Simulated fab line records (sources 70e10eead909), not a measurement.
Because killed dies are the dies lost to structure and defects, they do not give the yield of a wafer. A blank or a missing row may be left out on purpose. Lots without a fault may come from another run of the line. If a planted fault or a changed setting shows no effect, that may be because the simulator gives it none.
A lot that was struck, set against a sound lot || flow nand_harc || 39 steps out of a route of 1159
Sound: wafers L935.2, L935.3, L935.5. Struck: wafer L945.1 (left out: L945.2, L945.4 of the same lot, which were not struck); the cause appears at the end.
Each step with rows lists, per side, the tool, then ch with its chambers, then its first start. Under that, the readings that differ: sound wafers || struck wafers || difference of the means || sigmas: that difference in standard deviations of wafers without a fault.
alike: words and numbers the same on both sides, and readings whose means are apart by under 2 such deviations; not compared: readings that were withheld, readings missing a value for some wafer, numbers with overlapping values and no deviation given by the record, and bounds like >300 which may hide the same value.
The two part at a step that has a row with sigmas, a row that says differs or no value, or rows on one side only. Non-overlapping numbers with no deviation appear without sigmas and do not part them. Lack of a reading on every wafer of one side parts them only where that side has two or more wafers.

first, 9 steps without rows for these wafers: NHARC_P_GATE_SOFTBAKE_21 (time 55 s); NHARC_P_GATE_EBR_22; NHARC_P_GATE_EXPOSE_23 (exposes mask P GATE, target cd 120 nm); NHARC_P_GATE_PEB_24 (peb time 65 s); NHARC_P_GATE_DEVELOP_25 (develop time 35 s); NHARC_P_GATE_DESCUM_31 (chemistry O2, time 3 s); NHARC_P_GATE_ETCH_104 (etches the open film in CF4/CHF3, target depth 60 nm); NHARC_P_GATE_HM_OPEN_105 (chemistry O2/COS, target depth 360 nm); NHARC_P_GATE_STRIP_106 (strips in O2/COS).
NHARC_P_GATE_ETCH_114: etches the open film in CF4/O2, target depth 30 nm, overetch 3 nm, time 16.5 s.
  sound on rie_diel-07 ch 0,2, day 4 15:00; struck on rie_diel-07 ch 0, day 7 01:00
  alike: bias_w, drypump_motor_current_A, oes_product_au, rf_fwd_power_W, rf_vpp_V, showerhead_plenum_p_Torr, throttle_valve_pct
  not compared: rf_hours_counter_h
then, 27 steps without rows for these wafers: NHARC_P_GATE_ETCH_32 (etches the open film in HBr/Cl2, target depth 150 nm, time 100.1 s); NHARC_P_GATE_STRIP_108 (strips in O2); NHARC_P_GATE_STRIP_35 (strips in SPM, time 600 s); NHARC_P_GATE_PRECLEAN_73 (cleans in SC1); NHARC_P_GATE_SRD_74; NHARC_P_GATE_ALD_36 (deposits SiNx, target thk 20 nm, pulse time 60 s, ald cycles 223); NHARC_P_GATE_ETCHBACK_37 (etches the open film in CHF3/O2, target depth 34.5 nm, time 17.2 s); NHARC_P_GATE_STRIP_101 (strips in O2, time 20 s); NHARC_P_GATE_PRECLEAN_97 (cleans in SPM, time 600 s); NHARC_P_GATE_SRD_98; NHARC_P_GATE_PRECLEAN_99 (cleans in SC1); NHARC_P_GATE_SRD_100; NHARC_P_GATE_DEHYDRATE_38 (time 120 s); NHARC_P_GATE_HMDS_39 (time 30 s); NHARC_P_GATE_COAT_40; NHARC_P_GATE_SOFTBAKE_41 (time 95 s); NHARC_P_GATE_EBR_42; NHARC_P_GATE_EXPOSE_43 (exposes mask P NSD, target cd 720 nm); NHARC_P_GATE_PEB_44 (peb time 85 s); NHARC_P_GATE_DEVELOP_45 (time 70 s); NHARC_P_GATE_HARDBAKE_47 (time 80 s); NHARC_P_GATE_DESCUM_48 (chemistry O2, time 3 s); NHARC_P_GATE_IMPLANT_49; NHARC_P_GATE_STRIP_111 (strips in N2/H2, time 250 s); NHARC_P_GATE_STRIP_75 (strips in O2); NHARC_P_GATE_STRIP_50 (strips in SPM, time 900 s); NHARC_P_GATE_DEHYDRATE_51 (time 120 s).
NHARC_P_GATE_INSPECT_68:
  sound: defect_inspect-02 at day 5 08:51; struck: defect_inspect-01 at day 7 20:07
{"reading": "raw_defect_count", "sound": "224 117 132", "struck": 704, "difference": "+546", "sigmas": "+7"}
-- record jumps: 13 days between struck wafers' starts before vs after; left off in module P_GATE, resumes in module END, first step shown is number 1159 of the route --
NHARC_END_SORT_01:
  the record has rows for the struck wafers here (prober-02 ch 0, day 21 06:06) and none for the sound ones

== WHERE THEY PART ==
First at NHARC_P_GATE_INSPECT_68; last, within this record, at NHARC_END_SORT_01.

WHY: the cause the simulator had injected
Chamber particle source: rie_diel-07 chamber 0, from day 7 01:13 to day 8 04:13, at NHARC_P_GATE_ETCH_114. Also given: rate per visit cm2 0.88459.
